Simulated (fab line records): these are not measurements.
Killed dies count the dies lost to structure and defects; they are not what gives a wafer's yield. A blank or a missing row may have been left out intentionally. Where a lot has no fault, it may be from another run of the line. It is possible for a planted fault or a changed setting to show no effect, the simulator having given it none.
Split-lot study -- flow n5-finfet -- on a route of 1938 steps: 7 lots, 21 wafers read

SPLIT DETAILS
At N5_BEOL_M9_ETCH_62 (etches SOC in N2/H2, target depth 110 nm, overetch 22 nm, time 165 s), the setting time-s was moved away from the recipe's 165 s on 8 of the 21 wafers read, by -13.9% to +21.5%. The other wafers ran this setting at the recipe's value.

The split's own step is where the reading is taken.

THE READING
SiARC_of_BEOL_M9_COAT_60.thk-nm (the simulator's own value, which no gauge read), in nm, at N5_BEOL_M9_ETCH_62 (etches SOC in N2/H2, target depth 110 nm, overetch 22 nm, time 165 s). The file does not state a usual value for it. Average 23.5 nm, standard deviation 0.3 nm, over the 13 wafers here run with the recipe.

wafer,"tool, chamber at the split","time-s as run, s",against the recipe,"SiARC_of_BEOL_M9_COAT_60.thk-nm, nm",against lot-mates on the recipe
L076.2,"rie-diel-06, 0",142.1,-13.9%,24.4,+1.1
L076.3,"rie-diel-06, 3",165,recipe,23.4,-
L076.6,"rie-diel-06, 2",165,recipe,23.2,-
L086.1,"rie-diel-03, 1",165,recipe,23.8,-
L086.5,"rie-diel-03, 2",165,recipe,24,-
L086.6,"rie-diel-03, 0",179.6,+8.8%,22.8,-1.1
L088.1,"rie-diel-03, 0",165,recipe,23.4,-
L088.5,"rie-diel-03, 2",165,recipe,23.8,-
L088.6,"rie-diel-03, 1",165,recipe,23.6,-
L087.1,"rie-diel-06, 1",200.4,+21.5%,22.2,-1.4
L087.2,"rie-diel-06, 0",165,recipe,23.6,-
L087.4,"rie-diel-06, 2",200.4,+21.5%,21.6,-2.0
L089.1,"rie-diel-05, 1",180.6,+9.5%,23,-0.8
L089.2,"rie-diel-05, 3",180.6,+9.5%,22.4,-1.4
L089.3,"rie-diel-05, 2",165,recipe,23.8,-
L094.1,"rie-diel-05, 1",165,recipe,23.4,-
L094.3,"rie-diel-05, 2",165,recipe,23.6,-
L094.6,"rie-diel-05, 3",165,recipe,23,-
L095.2,"rie-diel-05, 2",189.3,+14.7%,22.8,-0.2
L095.3,"rie-diel-05, 0",165,recipe,23,-
L095.4,"rie-diel-05, 1",189.3,+14.7%,22.6,-0.4

FIT RESULTS
A straight line over all 21 wafers: SiARC_of_BEOL_M9_COAT_60.thk-nm changes by -0.0696 nm for each +1% of time-s; r = -0.90; the points scatter about the line by 0.3 nm.
The same after taking each lot's own level away (the mean of its wafers on the recipe; 21 wafers): -0.0704 nm for each +1%; r = -0.86; scatter 0.36 nm.
Per that fit: largest time-s move, reading shift of 1.5 nm.
From 23.00 to 23.90 nm: that is the span of the lots' own levels, equal to 3.0 times the standard deviation above.
So the lot-to-lot level changes the slope little: the two slopes agree.
Check: -1.56 nm against its lot-mates is what the line predicts for one of the wafers moved furthest among these (+21.5%) when that wafer is left out of the fit. Against them it came out at -1.4 nm.

THESE WAFERS: OTHER SPLITS
Before the reading, these wafers also passed through other splits. Each is held against what the fit with the lots' levels taken away leaves over:
other split on the same wafers,wafers away from the commonest value,r with SiARC_of_BEOL_M9_COAT_60.thk-nm (lot level and that fit taken away)
N5_BEOL_M5_ETCH_62 source-w,9,+0.16
N5_BEOL_M5_COAT_65 spin-rpm,7,-0.27
N5_BEOL_M5_EXPOSE_25 dose-mj,8,-0.29
N5_BEOL_M6_ETCH_66 bias-w,9,+0.05
N5_BEOL_M7_ETCH_41 source-w,7,+0.47
N5_BEOL_M8_COAT_22 spin-rpm,8,-0.33
N5_BEOL_M8_ETCH_66 source-w,10,-0.29

THE WHOLE CHAIN: every reading that the file lists as answering this split, in the file's order
step,what it does,reading,change (the file's fit),r (the file's)
N5_BEOL_M9_ETCH_62,"etches SOC in N2/H2, target depth 110 nm, overetch 22 nm, time 165 s","SiARC_of_BEOL_M9_COAT_60.thk-nm (the simulator's own value, which no gauge read)",-0.0735 nm for each +1% of the setting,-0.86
N5_BEOL_M9_HM_OPEN_17,"chemistry Cl2/BCl3, target TiN, target depth 20 nm, overetch 6 nm","etch.depth-nm (the simulator's own value, which no gauge read)","not straight: 19.88 at the lowest setting, 20.16 at the recipe, 16.66 at the highest",not given

FILE'S OWN FIT
SiARC_of_BEOL_M9_COAT_60.thk-nm changes by -0.0735 nm for each +1% of time-s, r = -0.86.
